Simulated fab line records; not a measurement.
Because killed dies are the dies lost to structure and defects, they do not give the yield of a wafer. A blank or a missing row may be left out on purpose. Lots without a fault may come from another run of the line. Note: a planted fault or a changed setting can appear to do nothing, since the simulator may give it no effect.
fab line records	flow nand_harc
record lots=6	wafers=18	last_day=33
route steps=1302 shown A_SLIT@945 A_SIN_REMOVE@947 A_WL_FILL@952 END@1302
lots untouched by any fault: they come from a run of this same line in which no faults occurred
start_h: the number of hours between the record's first day and the start of the first shown wafer of the lot	wait_h: hours from the lot's prior step to this one	" identical to the entry in the row above	L1.1+2: one row covering several wafers at once	- no value present, or no start provided	* or withheld: withheld	< > ~ a bound
route shown NAME@n: names a module that has steps shown in the file, with the first one's number in the route	usual: average and standard deviation across the fault-free wafers	same: alike in all rows	chamber/n: place in a boat	sites: readings site by site	_std_site: the values' standard deviation	_edge_site: inner sites' mean taken away from outer sites' mean	radius_mm: how far each site lies from the wafer's centre	mask NAME#n: copy n	behind: the tool/chamber that last shaped the wafer	hold: reason for holding the lot/hours on hold/outcome of the hold	device: transistor that didn't switch, given as n, p or np	end of line: the route-end tests of the same wafers	a step without rows: its recipe alone	killed: at the first sort, the dies lost to defects and structure; wafer yield is something else	map: per-die view of a wafer (x killed, . not killed, _ where there is no die)
set.NAME: the setting the step ran with; set.NAME@STEP: the setting that earlier step ran with	model.NAME: the simulator's own value behind a step, which no gauge read
lots seen at some steps along the route; tables by step, rows by wafer
services: from which hour (start_h, from the record's first day; less than 0 if before it) a tool's chamber was out of use, for how many hours, and why
## steps
# step NHARC_A_SLIT_SRD_20
# step NHARC_A_SLIT_CD_MEAS_21
# usual cd_nm=289.6/0.71
lot.wafer	tool	chamber	start_h	wait_h	cd_nm
L684.3	cd_sem-01	-	475.35	-	290.4
L684.5	"	-	"	"	290.1
L684.6	"	-	"	"	289.7
L685.1	cd_sem-02	-	493.64	-	289.8
L685.3	"	-	"	"	290.5
L685.5	"	-	"	"	290.0
L697.3	cd_sem-01	-	627.27	-	290.0
L697.4	"	-	"	"	290.7
L697.5	"	-	"	"	289.9
L700.1	cd_sem-01	-	649.13	-	289.4
L700.2	"	-	"	"	290.0
L700.3	"	-	"	"	289.8
L702.3	cd_sem-01	-	663.58	-	290.4
L702.4	"	-	"	"	289.8
L702.5	"	-	"	"	289.8
L704.3	cd_sem-01	-	681.98	-	290.7
L704.4	"	-	"	"	290.6
L704.6	"	-	"	"	290.3
# step NHARC_A_SIN_REMOVE_WET_00
# recipe temp_c=160	time_s=15300	chemistry=H3PO4
# step NHARC_A_SIN_REMOVE_PRECLEAN_01
# recipe time_s=*	temp_c=50	bath_age_min=0	chemistry=SC1
# step NHARC_A_SIN_REMOVE_SRD_02
# step NHARC_A_SIN_REMOVE_INSPECT_04
# usual raw_defect_count=406/89
lot.wafer	tool	chamber	start_h	wait_h	raw_defect_count
L684.3	defect_inspect-01	-	481.98	0.0	427
L684.5	"	-	"	"	710
L684.6	"	-	"	"	402
L685.1	defect_inspect-01	-	500.15	0.0	514
L685.3	"	-	"	"	398
L685.5	"	-	"	"	348
L697.3	defect_inspect-02	-	633.95	0.0	378
L697.4	"	-	"	"	390
L697.5	"	-	"	"	372
L700.1	defect_inspect-01	-	657.21	0.0	316
L700.2	"	-	"	"	337
L700.3	"	-	"	"	467
L702.3	defect_inspect-01	-	669.46	0.0	386
L702.4	"	-	"	"	293
L702.5	"	-	"	"	315
L704.3	defect_inspect-01	-	688.54	0.0	440
L704.4	"	-	"	"	465
L704.6	"	-	"	"	495
# step NHARC_A_WL_FILL_ALD_00
# recipe target_thk_a=30	pulse_time_s=3	ald_cycles=30	temp_c=300	material=Al2O3
# usual heater_power_outer_w=267/26	heater_power_w=481/43	precursor_pulse_height_rel=1.000/0.019
lot.wafer	tool	chamber	start_h	wait_h	heater_power_outer_w	heater_power_w	precursor_pulse_height_rel
L684.3	ald_hk-03	2	482.37	0.4	268	485	1.024
L684.5	"	2	"	"	276	491	0.965
L684.6	"	3	"	"	285	456	1.028
L685.1	ald_hk-03	3	500.21	0.1	291	458	1.002
L685.3	"	1	"	"	230	427	0.988
L685.5	"	0	"	"	278	520	1.035
L697.4	ald_hk-03	1	634.04	0.1	225	405	1.011
L697.3	"	3	"	"	279	466	0.976
L697.5	"	0	"	"	263	510	1.019
L700.1	ald_hk-04	1	657.28	0.1	285	519	0.984
L700.2	"	2	"	"	318	540	0.972
L700.3	"	3	"	"	277	522	0.997
L702.4	ald_hk-03	0	669.72	0.3	264	513	0.990
L702.3	"	1	"	"	228	422	1.028
L702.5	"	3	"	"	287	471	1.013
L704.4	ald_hk-02	3	688.60	0.1	234	452	1.010
L704.3	"	1	"	"	262	462	0.985
L704.6	"	3	"	"	235	434	0.999
# step NHARC_A_WL_FILL_RTA_01
# recipe temp_c=1000	time_s=5
# usual lamp_power_pct=27.5/1	lamp_zone_3_pct=27.5/1	lamp_zone_4_pct=27.5/1	wafer_temp_C_max=1008.5/1.4
# same time_s=5
lot.wafer	tool	chamber	start_h	wait_h	lamp_power_pct	lamp_zone_3_pct	lamp_zone_4_pct	wafer_temp_C_max
L684.3	rtp_anneal-02	0	482.87	0.4	28.8	28.7	28.7	1010.0
L684.5	"	0	"	"	28.7	28.8	28.7	1007.9
L684.6	"	0	"	"	28.7	28.7	28.7	1005.8
L685.1	rtp_anneal-01	0	500.49	-	26.7	26.7	26.7	1009.7
L685.3	"	0	"	"	26.7	26.7	26.7	1010.2
L685.5	"	0	"	"	26.7	26.7	26.7	1007.8
L697.3	rtp_anneal-01	0	634.34	-	26.7	26.6	26.7	1011.1
L697.4	"	0	"	"	26.7	26.7	26.7	1009.0
L697.5	"	0	"	"	26.7	26.7	26.7	1008.3
L700.1	rtp_anneal-01	0	657.54	-	26.7	26.7	26.7	1012.3
L700.2	"	0	"	"	26.7	26.7	26.7	1008.0
L700.3	"	0	"	"	26.7	26.6	26.7	1009.2
L702.3	rtp_anneal-01	0	669.98	-	26.6	26.7	26.7	1009.9
L702.4	"	0	"	"	26.7	26.7	26.7	1010.4
L702.5	"	0	"	"	26.7	26.7	26.7	1010.0
L704.3	rtp_anneal-02	0	689.06	-	28.8	28.8	28.7	1010.3
L704.4	"	0	"	"	28.7	28.7	28.7	1010.1
L704.6	"	0	"	"	28.7	28.7	28.7	1009.9
# step NHARC_A_WL_FILL_ALD_02
# recipe target_thk_a=20	pulse_time_s=3	ald_cycles=100	temp_c=450	material=TiN
# usual heater_power_outer_w=659/55	heater_power_w=1050/93	precursor_pulse_height_rel=1.000/0.016
lot.wafer	tool	chamber	start_h	wait_h	heater_power_outer_w	heater_power_w	precursor_pulse_height_rel
L684.3	ald_metal-01	3	483.13	0.2	684	1033	0.987
L684.6	"	1	"	"	638	954	0.987
L684.5	"	2	"	"	660	1085	1.010
L685.1	ald_metal-04	0	500.70	0.2	698	1137	1.037
L685.3	"	2	"	"	576	893	0.959
L685.5	"	0	"	"	697	1168	0.999
L697.4	ald_metal-02	1	634.57	0.2	633	1030	1.041
L697.3	"	2	"	"	753	1211	0.990
L697.5	"	0	"	"	767	1204	1.021
L700.3	ald_metal-02	3	657.93	0.2	670	1027	0.972
L700.1	"	0	"	"	776	1244	0.946
L700.2	"	1	"	"	633	1020	1.007
L702.4	ald_metal-02	2	670.18	0.1	758	1217	0.995
L702.3	"	3	"	"	674	1030	0.990
L702.5	"	2	"	"	747	1206	0.999
L704.4	ald_metal-01	2	689.30	0.2	663	1048	1.010
L704.3	"	3	"	"	670	1051	1.028
L704.6	"	1	"	"	667	1000	0.985
# step NHARC_A_WL_FILL_CVD_03
# recipe target_thk_a=400	temp_c=300	pressure_torr=40	wf6_flow_sccm=40	h2_flow_sccm=1600	ar_flow_sccm=1560	time_s=279	material=W
# usual heater_power_outer_w=255/26	heater_power_w=471/41	throttle_valve_pct=7.84/0.18
# same time_s=279
lot.wafer	tool	chamber	start_h	wait_h	heater_power_outer_w	heater_power_w	throttle_valve_pct
L684.3	cvd_w-02	0	483.59	0.2	289	510	7.60
L684.6	"	0	"	"	299	519	7.92
L684.5	"	1	"	"	222	418	7.64
L685.1	cvd_w-01	1	501.14	0.1	256	470	7.68
L685.3	"	0	"	"	260	491	7.87
L685.5	"	1	"	"	249	486	7.73
L697.4	cvd_w-01	0	635.04	0.2	256	501	8.16
L697.3	"	1	"	"	239	460	7.72
L697.5	"	0	"	"	259	503	8.06
L700.1	cvd_w-01	0	658.39	0.1	262	482	8.07
L700.2	"	1	"	"	247	464	8.02
L700.3	"	0	"	"	262	498	7.98
L702.3	cvd_w-01	1	670.69	0.2	247	464	7.80
L702.4	"	0	"	"	268	509	7.92
L702.5	"	0	"	"	260	502	7.86
L704.4	cvd_w-01	1	689.76	0.2	247	454	7.93
L704.3	"	0	"	"	264	502	8.06
L704.6	"	0	"	"	263	500	8.26
# step NHARC_A_WL_FILL_ETCHBACK_04
# recipe target_depth_a=600	time_s=120	chemistry=NF3
# usual drypump_motor_current_A=5.9/0.51	oes_product_au=0.997/0.0079	run_length_s=141.2/0.55
lot.wafer	tool	chamber	start_h	wait_h	drypump_motor_current_A	oes_product_au	rf_hours_counter_h	run_length_s
L684.3	rie_metal-01	1	483.93	0.3	4.8	1.011	-	141.1
L684.6	"	1	"	"	4.8	1.002	-	141.0
L684.5	"	0	"	"	5.8	1.003	-	140.9
L685.1	rie_metal-03	1	501.58	0.4	6.1	0.996	2.9	141.2
L685.3	"	1	"	"	6.1	1.000	-	140.9
L685.5	"	1	"	"	6.0	0.991	-	140.6
L697.4	rie_metal-03	1	635.40	0.3	6.0	0.990	-	140.5
L697.3	"	0	"	"	6.6	0.992	-	56.7
L697.5	"	0	"	"	6.6	0.991	-	56.5
L700.2	rie_metal-03	0	658.76	0.3	6.5	0.992	2.1	57.3
L700.1	"	1	"	"	6.0	1.000	2.1	140.6
L700.3	"	0	"	"	6.5	1.002	-	56.5
L702.4	rie_metal-01	1	671.03	0.2	4.8	0.996	-	140.5
L702.3	"	0	"	"	5.8	1.003	-	140.9
L702.5	"	0	"	"	5.8	1.013	-	141.1
L704.4	rie_metal-02	1	690.11	0.3	6.0	1.004	-	142.0
L704.3	"	0	"	"	5.5	1.006	-	140.7
L704.6	"	0	"	"	5.5	0.996	-	140.8
# step NHARC_A_WL_FILL_ETCHBACK_05
# recipe target_depth_a=220	time_s=60	temp_c=40	chemistry=Cl2/BCl3
# usual drypump_motor_current_A=5.9/0.51	oes_product_au=0.997/0.0082	run_length_s=81.3/0.54
# same time_s=60
lot.wafer	tool	chamber	start_h	wait_h	drypump_motor_current_A	oes_product_au	rf_hours_counter_h	run_length_s
L684.3	rie_metal-01	0	484.14	0.2	5.8	0.997	-	80.9
L684.6	"	1	"	"	4.8	0.998	-	80.6
L684.5	"	0	"	"	5.8	0.995	-	81.2
L685.1	rie_metal-03	0	501.78	0.2	6.5	0.997	3.5	81.9
L685.3	"	0	"	"	6.5	0.986	-	81.6
L685.5	"	0	"	"	6.5	0.987	-	81.6
L697.3	rie_metal-03	1	635.65	0.2	6.0	0.996	-	80.7
L697.4	"	0	"	"	6.5	0.985	-	82.0
L697.5	"	1	"	"	6.0	1.000	-	80.4
L700.2	rie_metal-03	0	659.00	0.2	6.5	0.987	2.3	81.8
L700.1	"	1	"	"	6.0	0.998	2.3	80.9
L700.3	"	1	"	"	6.0	0.982	-	80.4
L702.4	rie_metal-01	1	671.23	0.2	4.9	0.994	-	80.6
L702.3	"	0	"	"	5.8	0.995	-	81.4
L702.5	"	1	"	"	4.8	0.989	-	80.8
L704.3	rie_metal-02	0	690.31	0.1	5.5	0.994	-	80.7
L704.4	"	1	"	"	6.0	0.997	-	81.9
L704.6	"	1	"	"	6.0	0.992	-	81.7
# step NHARC_END_SORT_01
# recipe temp_c=25
# usual killed_at_array=60/21	killed_at_other=1.0/1.2	killed_at_periphery=4.2/2.8	killed_dies=65/20	killed_open=3.1/1.8	killed_short=2.6/1.6
# same gross_dies=677
lot.wafer	tool	chamber	start_h	wait_h	killed_at_array	killed_at_other	killed_at_periphery	killed_dies	killed_open	killed_short
L697.3	prober-02	0	737.15	3.1	670	0	7	677	5	2
L697.5	prober-02	0	738.75	3.7	666	0	11	677	9	4
L700.2	prober-01	0	771.79	2.8	672	0	5	677	4	3
L700.3	prober-01	0	772.60	3.1	668	1	8	677	2	1
# killed by level:class
L697.3 A_WL_FILL:area_etchback=582 A_CHANNEL_HOLE_D1:chamber_film_flake=32 A_SLIT:chamber_film_flake=27 A_CHANNEL_HOLE_D2:chamber_film_flake=11 A_CONTACT:chamber_film_flake=7 P_M1:chamber_film_flake=4 A_STAIRCASE:chamber_film_flake=4 A_ONON_D1:geometric_particle:open=2
L697.5 A_WL_FILL:area_etchback=572 A_CHANNEL_HOLE_D1:chamber_film_flake=28 A_CHANNEL_HOLE_D2:chamber_film_flake=20 A_SLIT:chamber_film_flake=19 A_CONTACT:chamber_film_flake=14 A_STAIRCASE:chamber_film_flake=4 A_CHANNEL_FILL_D2:geometric_particle:open=2 P_GATE:chamber_film_flake=2
L700.2 A_WL_FILL:area_etchback=607 A_CHANNEL_HOLE_D2:chamber_film_flake=25 A_CHANNEL_HOLE_D1:chamber_film_flake=11 A_CONTACT:chamber_film_flake=11 A_SLIT:chamber_film_flake=8 P_GATE:chamber_film_flake=4 A_STAIRCASE:chamber_film_flake=4 P_CONTACT:geometric_particle:open=1
L700.3 A_WL_FILL:area_etchback=618 A_CHANNEL_HOLE_D1:chamber_film_flake=17 A_CHANNEL_HOLE_D2:chamber_film_flake=15 A_CONTACT:chamber_film_flake=10 P_GATE:chamber_film_flake=5 A_SLIT:chamber_film_flake=4 P_BONDPAD:chamber_film_flake=2 A_WL_FILL:chamber_film_flake=2
# map L697.3 (x killed, . not)
____________x____________
_________xxxxxxx_________
_______xxxxxxxxxxx_______
______xxxxxxxxxxxxx______
_____xxxxxxxxxxxxxxx_____
____xxxxxxxxxxxxxxxxx____
____xxxxxxxxxxxxxxxxx____
___xxxxxxxxxxxxxxxxxxx___
___xxxxxxxxxxxxxxxxxxx___
__xxxxxxxxxxxxxxxxxxxxx__
__xxxxxxxxxxxxxxxxxxxxx__
_xxxxxxxxxxxxxxxxxxxxxxx_
_xxxxxxxxxxxxxxxxxxxxxxx_
_xxxxxxxxxxxxxxxxxxxxxxx_
_xxxxxxxxxxxxxxxxxxxxxxx_
_xxxxxxxxxxxxxxxxxxxxxxx_
xxxxxxxxxxxxxxxxxxxxxxxxx
xxxxxxxxxxxxxxxxxxxxxxxxx
xxxxxxxxxxxxxxxxxxxxxxxxx
xxxxxxxxxxxxxxxxxxxxxxxxx
xxxxxxxxxxxxxxxxxxxxxxxxx
_xxxxxxxxxxxxxxxxxxxxxxx_
_xxxxxxxxxxxxxxxxxxxxxxx_
_xxxxxxxxxxxxxxxxxxxxxxx_
_xxxxxxxxxxxxxxxxxxxxxxx_
_xxxxxxxxxxxxxxxxxxxxxxx_
__xxxxxxxxxxxxxxxxxxxxx__
__xxxxxxxxxxxxxxxxxxxxx__
___xxxxxxxxxxxxxxxxxxx___
___xxxxxxxxxxxxxxxxxxx___
____xxxxxxxxxxxxxxxxx____
____xxxxxxxxxxxxxxxxx____
_____xxxxxxxxxxxxxxx_____
______xxxxxxxxxxxxx______
_______xxxxxxxxxxx_______
_________xxxxxxx_________
____________x____________
# map L700.2 (x killed, . not)
____________x____________
_________xxxxxxx_________
_______xxxxxxxxxxx_______
______xxxxxxxxxxxxx______
_____xxxxxxxxxxxxxxx_____
____xxxxxxxxxxxxxxxxx____
____xxxxxxxxxxxxxxxxx____
___xxxxxxxxxxxxxxxxxxx___
___xxxxxxxxxxxxxxxxxxx___
__xxxxxxxxxxxxxxxxxxxxx__
__xxxxxxxxxxxxxxxxxxxxx__
_xxxxxxxxxxxxxxxxxxxxxxx_
_xxxxxxxxxxxxxxxxxxxxxxx_
_xxxxxxxxxxxxxxxxxxxxxxx_
_xxxxxxxxxxxxxxxxxxxxxxx_
_xxxxxxxxxxxxxxxxxxxxxxx_
xxxxxxxxxxxxxxxxxxxxxxxxx
xxxxxxxxxxxxxxxxxxxxxxxxx
xxxxxxxxxxxxxxxxxxxxxxxxx
xxxxxxxxxxxxxxxxxxxxxxxxx
xxxxxxxxxxxxxxxxxxxxxxxxx
_xxxxxxxxxxxxxxxxxxxxxxx_
_xxxxxxxxxxxxxxxxxxxxxxx_
_xxxxxxxxxxxxxxxxxxxxxxx_
_xxxxxxxxxxxxxxxxxxxxxxx_
_xxxxxxxxxxxxxxxxxxxxxxx_
__xxxxxxxxxxxxxxxxxxxxx__
__xxxxxxxxxxxxxxxxxxxxx__
___xxxxxxxxxxxxxxxxxxx___
___xxxxxxxxxxxxxxxxxxx___
____xxxxxxxxxxxxxxxxx____
____xxxxxxxxxxxxxxxxx____
_____xxxxxxxxxxxxxxx_____
______xxxxxxxxxxxxx______
_______xxxxxxxxxxx_______
_________xxxxxxx_________
____________x____________
## services
tool	chamber	start_h	hours	kind
ald_hk-04	-	468.00	1.5	repair
cvd_w-02	-	470.75	0.3	repair
ald_metal-04	-	474.00	10.0	pm
rie_metal-03	1	476.65	3.3	repair
ald_hk-03	-	498.87	0.6	repair
rie_metal-03	-	519.00	9.0	pm
ald_metal-01	-	526.00	10.0	pm
ald_hk-02	-	526.95	2.3	repair
ald_hk-02	-	535.14	10.0	pm
cvd_w-02	0	537.19	6.3	repair
ald_metal-02	0	546.73	13.6	repair
cvd_w-01	-	547.00	13.0	pm
rie_metal-01	1	556.61	7.8	repair
ald_hk-03	-	572.63	10.0	pm
rie_metal-01	-	575.00	9.0	pm
rie_metal-01	1	598.20	1.6	repair
ald_metal-01	-	608.65	0.4	repair
ald_metal-02	-	610.00	10.0	pm
ald_hk-04	-	611.46	10.0	pm
ald_metal-01	-	619.36	1.4	repair
cvd_w-02	-	631.00	13.0	pm
rie_metal-02	-	631.00	9.0	pm
ald_metal-04	-	652.00	10.0	pm
rie_metal-01	-	666.97	0.9	repair
## key
first_sign step=NHARC_A_WL_FILL_ETCHBACK_04	reading=run_length_s	direction=down	sigmas=99+	usual=*	struck=*
effect step=NHARC_END_SORT_01	reading=killed_dies	direction=up	sigmas=31	usual=65	struck=677
more_kills_born_at NHARC_A_WL_FILL_ETCHBACK_04@rie_metal-03=2379
met_at NHARC_A_WL_FILL_ETCHBACK_04
struck_wafers L697.3,L697.5,L700.2,L700.3
later_rows_left_out L697.3,L697.5,L700.2,L700.3
tester_left_out L697,L700
fault kind=process_parameter_drift	tool=rie_metal-03	chamber=0	onset_h=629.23	steps=NHARC_A_WL_FILL_ETCHBACK_04	channel=time_s	offset=*	shape=step	end_h=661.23	acts_in=*	stated=*
# tester_left_out: of these lots the tester's yield and bins aren't shown, on N5 and GAA mostly nor the transistor test; their killed dies are dies lost to structure and defects alone, not to doping, threshold or leakage, so they don't give the yield
# later_rows_left_out: the simulator's readings of these wafers behind a module that went badly wrong aren't trusted and aren't shown, but for the sort
